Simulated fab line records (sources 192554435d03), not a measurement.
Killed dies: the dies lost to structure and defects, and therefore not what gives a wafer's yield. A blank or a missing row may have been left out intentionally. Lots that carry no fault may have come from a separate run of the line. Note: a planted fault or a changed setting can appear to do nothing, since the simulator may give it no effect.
Struck lot and sound lot, side by side -- flow n5 finfet -- 41 steps out of a route of 1938
Sound: these wafers, L747.1, L747.5, L747.6. Struck: wafer L746.6 (L746.3, L746.5, from the same lot, were not struck and are left out); the cause is given at the end.
Per side, at each step with rows, come the tool, then ch with its chambers, and then its first start. Under that, the readings that differ: sound wafers -- struck wafers -- difference of the means -- sigmas: that difference in standard deviations of wafers without a fault.
alike: readings whose means differ by less than 2 such deviations, and words and numbers that are the same on both sides. not compared: withheld readings, readings that some wafer has no value for, bounds like >300 that may hide the same value, and numbers for which the record gives no deviation and whose values overlap.
A row with sigmas, a row that says differs or no value, or rows on one side alone: a step with any of these is where the two part. When numbers do not overlap yet have no deviation, they are printed without sigmas and do not part them. A reading missing from all wafers of one side parts the sides only when that side holds two or more wafers.

first, 9 steps without rows for these wafers: N5_BEOL_M4_ANNEAL_95 (time 240 s); N5_BEOL_M4_SPUTTER_96 (material Cu, target thk 4.5 nm, time 8.29 s); N5_BEOL_M4_ECD_50 (material Cu, target thk 300 nm); N5_BEOL_M4_ANNEAL_51 (time 90 s); N5_BEOL_M4_CMP_52 (polishes, stops on SiOC, t overpolish 6.8 s, target thk 40 nm); N5_BEOL_M4_PRE_CLEAN_60 (time 15 s); N5_BEOL_M4_CO_CAP_55 (material Co, precursor CCTBA/H2, target thk 2 nm, time 102.1 s); N5_BEOL_M4_PRE_CLEAN_56 (time 15 s); N5_BEOL_M4_DEP_57 (deposits SiCN from 3MS/NH3, target thk 8 nm, time 14 s).
N5_BEOL_M4_RC_MEAS_101:
  sound on prober-01 ch 0, day 11 05:59; struck on prober-01 ch 0, day 11 01:32
reading,sound,struck,difference,sigmas
DIBL_N (mV/V),34.8 35.6 34.7,39.4,+4.4,+2
DIBL_P (mV/V),33.2 34.2 33.7,41.2,+7.5,+3
IOFF_N (nA/um),0.11 0.12 0.12,0.22,+0.10,+3
IOFF_P (nA/um),0.16 0.16 0.16,0.26,+0.10,+3
ION_N (uA/um),650 651 650,690,+40,+4
ION_P (uA/um),446 445 447,468,+22,+3
SS_N (mV/dec),70.3 71.3 70.7,72.8,+2.0,+3
SS_P (mV/dec),72.5 72.6 72.6,74.9,+2.3,+4
VT_N (mV),256 255 256,245,-11,-3
VT_P (mV),-258 -252 -258,-248,+8,+2
then, 24 steps without rows for these wafers: N5_BEOL_M5_ILD_DEP_00 (deposits SiCOH lowk from DEMS/porogen, target thk 140.64 nm, time 25.9 s); N5_BEOL_M5_CURE_79 (cures SiCOH lowk, time 240 s); N5_BEOL_M5_PECVD_70 (deposits SiO2 from TEOS/O2, target thk 16 nm, time 18 s); N5_BEOL_M5_HM_DEP_02 (deposits TiN, target thk 20 nm); N5_BEOL_M5_COAT_59 (time 60 s, resist thk 60 nm); N5_BEOL_M5_COAT_60 (time 60 s, resist thk 12 nm); N5_BEOL_M5_COAT_71 (time 60 s, resist thk 5 nm); N5_BEOL_M5_COAT_05 (resist thk 30 nm); N5_BEOL_M5_EBR_07; N5_BEOL_M5_SOFTBAKE_06 (time 60 s); N5_BEOL_M5_EXPOSE_08 (exposes mask M5, target cd 28 nm); N5_BEOL_M5_PEB_09 (peb time 60 s); N5_BEOL_M5_DEVELOP_10 (develop time 30 s); N5_BEOL_M5_DESCUM_16 (chemistry O2, time 7 s); N5_BEOL_M5_ETCH_72 (etches underlayer in N2/H2, target depth 6.5 nm, time 5.2 s); N5_BEOL_M5_ETCH_61 (etches SiARC in CF4, target depth 15.6 nm, time 26 s); N5_BEOL_M5_ETCH_62 (etches SOC in N2/H2, target depth 75 nm, overetch 15 nm, time 112.5 s); N5_BEOL_M5_STRIP_63 (strips in N2/H2); N5_BEOL_M5_STRIP_73 (strips in N2/H2); N5_BEOL_M5_STRIP_64 (strips in CF4); N5_BEOL_M5_HM_OPEN_17 (chemistry Cl2/BCl3, target TiN, target depth 20 nm, overetch 6 nm); N5_BEOL_M5_STRIP_19 (strips in O2); N5_BEOL_M5_COAT_65 (time 60 s, resist thk 60 nm); N5_BEOL_M5_COAT_66 (time 60 s, resist thk 12 nm).
-- a jump in the record: the struck wafers' starts before and after are 2 days apart (it breaks off in module BEOL_M5 and resumes in module BEOL_M11, where the first step shown is number 1554 of the route) --
N5_BEOL_M11_ETCH_62: etches SOC in N2/H2, target depth 110 nm, overetch 22 nm, time 165 s.
  sound on rie diel-03 ch 0,1,3, day 13 12:23; struck on rie diel-03 ch 1, day 13 12:41
reading,sound,struck,difference,sigmas
model.etch.depth nm (nm),100.1 100.2 100.3,90.7,-9.5,
model.SiARC_of_BEOL_M11_COAT_60.thk nm (nm),23.6 23.4 23.4,25.6,+2.1,
model.BEOL_M11.cd offset nm (nm),0.8 0.8 0.6,0.4,-0.3,
  alike: drypump motor current A, oes product au, rf vpp V, showerhead plenum p Torr, throttle valve pct
  not compared: rf hours counter h
N5_BEOL_M11_HM_OPEN_17: chemistry Cl2/BCl3, target TiN, target depth 20 nm, overetch 6 nm.
  sound on rie metal-03 ch 0,1, day 13 12:35; struck on rie metal-02 ch 0, day 13 12:55
reading,sound,struck,difference,sigmas
oes product au (a.u.),0.74 0.69 0.74,0.47,-0.25,-4
throttle valve pct (%),21.87 21.97 21.87,22.39,+0.49,+2
  alike: drypump motor current A
  not compared: rf hours counter h, model.BEOL_M11.cd offset nm
N5_BEOL_M11_CD_MEAS_18: pitch 140 nm, target cd 70 nm.
  sound on cd sem-01, day 13 12:46; struck on cd sem-03, day 13 13:04
  not compared: cd nm
N5_BEOL_M11_VIA_ETCH_34: etches SiCOH lowk in C4F6/O2, target depth 184.5 nm, time 69.2 s.
  sound on rie diel-03 ch 0,1,2, day 13 15:32; struck on rie diel-03 ch 2, day 13 15:04
reading,sound,struck,difference,sigmas
oes product au (a.u.),0.70 0.90 0.92,0.35,-0.49,-5
  alike: drypump motor current A, rf vpp V, showerhead plenum p Torr, throttle valve pct
  not compared: rf hours counter h
N5_BEOL_M11_OCD_MEAS_38:
  sound on ocd-01, day 13 15:49; struck on ocd-01, day 13 15:22
reading,sound,struck,difference,sigmas
trench depth nm (nm),150 151 148,1,-149,-46
N5_BEOL_M11_CD_MEAS_35: target cd 70 nm.
  sound on cd sem-01, day 13 15:58; struck on cd sem-01, day 13 15:31
  not compared: cd nm
N5_PASSIVATION_PROBE_49:
  the record has rows for the struck wafers here (prober-02, day 15 11:50) and none for the sound ones

WHERE THEY PART
At N5_BEOL_M4_RC_MEAS_101 first; at N5_PASSIVATION_PROBE_49 last (within this record only).

WHY: the cause the simulator had injected
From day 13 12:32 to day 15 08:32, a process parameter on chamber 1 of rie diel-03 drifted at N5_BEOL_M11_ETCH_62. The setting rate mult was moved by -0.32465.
